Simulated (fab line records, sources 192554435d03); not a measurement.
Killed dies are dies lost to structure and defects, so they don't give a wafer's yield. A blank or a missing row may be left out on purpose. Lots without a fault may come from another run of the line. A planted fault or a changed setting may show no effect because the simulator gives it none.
Which tool did it? | flow n5_finfet | 9 lots, 27 wafers sampled, at 6 steps of a route of 1938

WHAT THE GAUGES READ, wafer by wafer
N5_BEOL_M4_RC_MEAS_101. Usual: DIBL_N 36.2 mV/V, standard deviation 1.7; DIBL_P 36.6 mV/V, standard deviation 1.9; IOFF_N 0.16 nA/um, standard deviation 0.032; IOFF_P 0.21 nA/um, standard deviation 0.037; ION_N 675 uA/um, standard deviation 12; ION_P 460 uA/um, standard deviation 8.1; SS_N 71.4 mV/dec, standard deviation 0.58; SS_P 73.4 mV/dec, standard deviation 0.64; VT_N 249 mV, standard deviation 3.2; VT_P -252 mV, standard deviation 3.4.
lot  | measured     | on        | DIBL_N (mV/V)  | DIBL_P (mV/V)  | IOFF_N (nA/um) | IOFF_P (nA/um) | ION_N (uA/um) | ION_P (uA/um) | SS_N (mV/dec)  | SS_P (mV/dec)  | VT_N (mV)   | VT_P (mV)      | flag
L366 | day 8 01:22  | prober-02 | 36.7 36.4 33.9 | 37.2 37.7 34.4 | 0.17 0.16 0.13 | 0.23 0.23 0.18 | 665 687 668   | 465 468 465   | 71.8 72.2 71.1 | 73.2 73.8 72.9 | 250 250 252 | -248 -247 -250 |
L368 | day 8 15:17  | prober-02 | 38.1 34.9 36.7 | 38.5 35.8 37.3 | 0.19 0.14 0.17 | 0.23 0.19 0.21 | 682 657 676   | 462 450 462   | 72.5 71.9 71.4 | 73.5 72.8 73.5 | 248 253 250 | -250 -253 -253 |
L372 | day 9 11:34  | prober-02 | 36.8 35.1 36.4 | 38.0 37.1 37.7 | 0.17 0.14 0.16 | 0.21 0.18 0.20 | 669 669 672   | 454 451 450   | 72.3 71.1 71.1 | 73.7 72.7 73.2 | 248 251 246 | -254 -251 -253 |
L374 | day 9 16:11  | prober-02 | 35.6 33.9 34.7 | 36.2 33.8 35.1 | 0.16 0.12 0.14 | 0.19 0.15 0.17 | 684 671 676   | 463 455 463   | 71.6 71.2 71.1 | 73.1 73.2 73.2 | 248 253 249 | -250 -254 -253 |
L379 | day 11 07:01 | prober-02 | 38.6 34.5 37.6 | 41.4 36.3 40.2 | 0.21 0.13 0.18 | 0.26 0.18 0.23 | 679 668 681   | 467 460 464   | 72.2 71.0 71.9 | 74.4 72.3 73.9 | 246 253 247 | -249 -252 -254 |
L383 | day 12 03:40 | prober-01 | 34.6 36.3 36.0 | 34.0 37.4 36.6 | 0.14 0.16 0.15 | 0.15 0.19 0.17 | 679 667 680   | 461 451 455   | 70.6 71.6 72.1 | 73.0 73.7 73.5 | 249 250 250 | -256 -254 -256 |
L384 | day 12 18:07 | prober-02 | 36.1 34.3 35.9 | 38.3 35.7 37.9 | 0.17 0.14 0.17 | 0.23 0.19 0.22 | 681 670 683   | 468 466 465   | 71.4 70.0 70.7 | 73.1 73.2 73.0 | 244 251 248 | -250 -252 -250 |
L385 | day 12 22:44 | prober-02 | 36.8 36.7 37.9 | 36.1 35.8 37.3 | 0.13 0.15 0.15 | 0.19 0.18 0.20 | 656 683 671   | 448 457 461   | 71.4 71.7 71.1 | 72.4 72.7 73.7 | 253 252 250 | -255 -256 -252 |
L388 | day 13 08:45 | prober-02 | 37.0 35.7 37.2 | 35.9 34.2 37.3 | 0.16 0.13 0.17 | 0.21 0.19 0.23 | 680 666 684   | 465 460 469   | 71.2 69.8 71.0 | 72.9 72.2 73.9 | 249 254 249 | -253 -250 -247 |

N5_BEOL_M11_OCD_MEAS_38. Usual: trench_depth_nm 148.0 nm, standard deviation 2.2.
lot  | measured     | on     | trench_depth_nm (nm) | flag
L366 | day 10 13:02 | ocd-01 | 148.2 148.8 144.7    |
L368 | day 10 23:19 | ocd-01 | 148.2 149.1 144.5    |
L372 | day 11 18:07 | ocd-02 | 146.6 149.7 146.7    |
L374 | day 11 20:24 | ocd-01 | 148.1 153.2 149.2    |
L379 | day 13 11:11 | ocd-02 | 146.3 147.7 144.9    |
L383 | day 14 16:58 | ocd-02 | - - -                | OFF
L384 | day 15 05:52 | ocd-02 | - - -                | OFF
L385 | day 15 08:29 | ocd-01 | - - -                | OFF
L388 | day 16 02:43 | ocd-02 | 149.2 148.9 148.1    |

WHICH TOOL RAN EACH LOT (tool, then ch and the chambers of the sampled wafers, then the start)
lot  | N5_BEOL_M10_STRIP_77                          | N5_BEOL_M10_ALD_74                  | N5_BEOL_M10_ANNEAL_51            | N5_BEOL_M11_ILD_DEP_00
L366 | rie_diel-04 ch 1,2,3, day 10 06:28 or earlier | ald_metal-01 ch 1,3, day 10 06:28   | rtp_anneal-02 ch 0, day 10 07:14 | pecvd-04 ch 0, day 10 08:09
L368 | rie_diel-05 ch 1,2, day 10 16:36 or earlier   | ald_metal-01 ch 1,2, day 10 16:36   | rtp_anneal-01 ch 0, day 10 18:02 | pecvd-01 ch 0,1,2, day 10 19:04
L372 | rie_diel-04 ch 0,2,3, day 11 12:04 or earlier | ald_metal-04 ch 0,1,2, day 11 12:04 | rtp_anneal-02 ch 0, day 11 13:23 | pecvd-01 ch 0,1,2, day 11 14:08
L374 | rie_diel-06 ch 0,1, day 11 15:07 or earlier   | ald_metal-01 ch 0,1,3, day 11 15:07 | rtp_anneal-02 ch 0, day 11 15:58 | pecvd-02 ch 0,1, day 11 16:46
L379 | rie_diel-04 ch 1,2,3, day 13 04:16 or earlier | ald_metal-04 ch 1,2,3, day 13 04:16 | rtp_anneal-01 ch 0, day 13 05:28 | pecvd-01 ch 1,2, day 13 06:11
L383 | rie_diel-04 ch 0,2, day 14 09:47 or earlier   | ald_metal-01 ch 0,3, day 14 09:47   | rtp_anneal-02 ch 0, day 14 10:58 | pecvd-01 ch 0,1,2, day 14 11:46
L384 | rie_diel-06 ch 0,2, day 14 21:48 or earlier   | ald_metal-02 ch 0,3, day 14 21:48   | rtp_anneal-01 ch 0, day 14 23:56 | pecvd-04 ch 0,1, day 15 00:40
L385 | rie_diel-05 ch 0,1,2, day 15 00:52 or earlier | ald_metal-04 ch 1,2,3, day 15 00:52 | rtp_anneal-01 ch 0, day 15 03:17 | pecvd-02 ch 0,1,2, day 15 04:04
L388 | rie_diel-06 ch 0,2,3, day 15 16:47 or earlier | ald_metal-02 ch 0,2, day 15 16:47   | rtp_anneal-02 ch 0, day 15 17:30 | pecvd-04 ch 0,1,2, day 15 18:34
- N5_BEOL_M10_STRIP_77: strips in N2/H2, time 10 s.
- N5_BEOL_M10_ALD_74: deposits TaN, target thk 2 nm, pulse time 2 s, purge time 3 s.
- N5_BEOL_M10_ANNEAL_51: time 90 s.
- N5_BEOL_M11_ILD_DEP_00: deposits SiCOH lowk from DEMS/porogen, target thk 308.51 nm, time 58 s.

WHAT THE TOOLS THEMSELVES READ (means of the sampled wafers that have a number; where no wafer has one, the mark that the record gives instead)
N5_BEOL_M10_STRIP_77. Usual: drypump_motor_current_A 5.5 A, standard deviation 0.48; oes_product_au 0.77 a.u., standard deviation 0.076; rf_vpp_V 59.1 V, standard deviation 0.84; showerhead_plenum_p_Torr 2.54 Torr, standard deviation 0.1; throttle_valve_pct 23.75 %, standard deviation 0.23.
lot  | tool        | drypump_motor_current_A (A) | oes_product_au (a.u.) | rf_vpp_V (V) | showerhead_plenum_p_Torr (Torr) | throttle_valve_pct (%) | flag
L366 | rie_diel-04 | 5.7                         | 0.77                  | 59.0         | 2.48                            | 23.70                  |
L368 | rie_diel-05 | 5.3                         | 0.85                  | 59.3         | 2.62                            | 23.59                  |
L372 | rie_diel-04 | 5.7                         | 0.74                  | 59.7         | 2.53                            | 23.85                  |
L374 | rie_diel-06 | 5.1                         | 0.73                  | 58.6         | 2.44                            | 23.61                  |
L379 | rie_diel-04 | 5.8                         | 0.76                  | 58.1         | 2.47                            | 23.74                  |
L383 | rie_diel-04 | 6.1                         | 0.86                  | 58.3         | 2.50                            | 23.80                  |
L384 | rie_diel-06 | 5.0                         | 0.70                  | 58.7         | 2.43                            | 23.54                  |
L385 | rie_diel-05 | 5.5                         | 0.78                  | 59.4         | 2.58                            | 23.70                  |
L388 | rie_diel-06 | 5.0                         | 0.75                  | 58.7         | 2.53                            | 23.77                  |

N5_BEOL_M10_ALD_74. Usual: heater_power_w 432 W, standard deviation 40.
lot  | tool         | heater_power_w (W) | flag
L366 | ald_metal-01 | 468                |
L368 | ald_metal-01 | 407                |
L372 | ald_metal-04 | 477                |
L374 | ald_metal-01 | 447                |
L379 | ald_metal-04 | 423                |
L383 | ald_metal-01 | 453                |
L384 | ald_metal-02 | 443                |
L385 | ald_metal-04 | 423                |
L388 | ald_metal-02 | 450                |

N5_BEOL_M10_ANNEAL_51. Usual: wafer_temp_C_max 226.14, standard deviation 0.27.
lot  | tool          | wafer_temp_C_max | flag
L366 | rtp_anneal-02 | 226.45           |
L368 | rtp_anneal-01 | 226.09           |
L372 | rtp_anneal-02 | 226.43           |
L374 | rtp_anneal-02 | 226.13           |
L379 | rtp_anneal-01 | 226.10           |
L383 | rtp_anneal-02 | 226.45           |
L384 | rtp_anneal-01 | 225.93           |
L385 | rtp_anneal-01 | 225.82           |
L388 | rtp_anneal-02 | 226.36           |

N5_BEOL_M11_ILD_DEP_00. Usual: chamber_pressure_Torr 5.000 Torr, standard deviation 0.011; heater_power_outer_w 148 W, standard deviation 35; heater_power_w 304 W, standard deviation 45; showerhead_plenum_p_Torr 5.738 Torr, standard deviation 0.014; showerhead_vpp_V 1365 V, standard deviation 93; throttle_valve_pct 13.7 %, standard deviation 0.43.
lot  | tool     | chamber_pressure_Torr (Torr) | heater_power_outer_w (W) | heater_power_w (W) | showerhead_plenum_p_Torr (Torr) | showerhead_vpp_V (V) | throttle_valve_pct (%) | flag
L366 | pecvd-04 | 4.999                        | 119                      | 274                | 5.728                           | 1363                 | 14.0                   |
L368 | pecvd-01 | 4.985                        | 143                      | 306                | 5.741                           | 1301                 | 14.0                   |
L372 | pecvd-01 | 4.999                        | 144                      | 300                | 5.738                           | 1279                 | 13.9                   |
L374 | pecvd-02 | 5.011                        | 157                      | 325                | 5.745                           | 1377                 | 13.6                   |
L379 | pecvd-01 | 5.004                        | 171                      | 333                | 5.737                           | 1295                 | 13.9                   |
L383 | pecvd-01 | -                            | -                        | -                  | -                               | -                    | -                      | OFF
L384 | pecvd-04 | -                            | -                        | -                  | -                               | -                    | -                      | OFF
L385 | pecvd-02 | -                            | -                        | -                  | -                               | -                    | -                      | OFF
L388 | pecvd-04 | 5.011                        | 152                      | 295                | 5.739                           | 1431                 | 13.8                   |

THE ANSWER, worked out from the rows above alone
Rule: a lot is off if the mean of its wafers that have a number lies more than 3 standard deviations from the usual mean. A lot without any number at a reading at which 4 lots or more have one is off too. The other lots that the step has rows for count as sound. The gauges are gone through in route order, then the tools' own readings, and for those a lot's mean is taken as printed above. The first step at which some lot is off is used, and at that step the reading that is off furthest; a lot without a number counts as furthest.
Off: L383, L384, L385, at N5_BEOL_M11_OCD_MEAS_38 (trench_depth_nm). Without a number there: L383, L384, L385.
A tool fits if, at a process step before that reading, it ran every lot that is off, and no sound lot after the first of them. The gauges at N5_BEOL_M11_OCD_MEAS_38 aren't tried: what is off there is off at N5_BEOL_M11_ILD_DEP_00 too, on other tools, and a gauge's error can't cause that. N5_BEOL_M10_STRIP_77 gives no start for some lots, so the hours and the order of its lots are those of N5_BEOL_M10_ALD_74. None of those tried fits.

WHAT THE SIMULATOR HAD PUT IN
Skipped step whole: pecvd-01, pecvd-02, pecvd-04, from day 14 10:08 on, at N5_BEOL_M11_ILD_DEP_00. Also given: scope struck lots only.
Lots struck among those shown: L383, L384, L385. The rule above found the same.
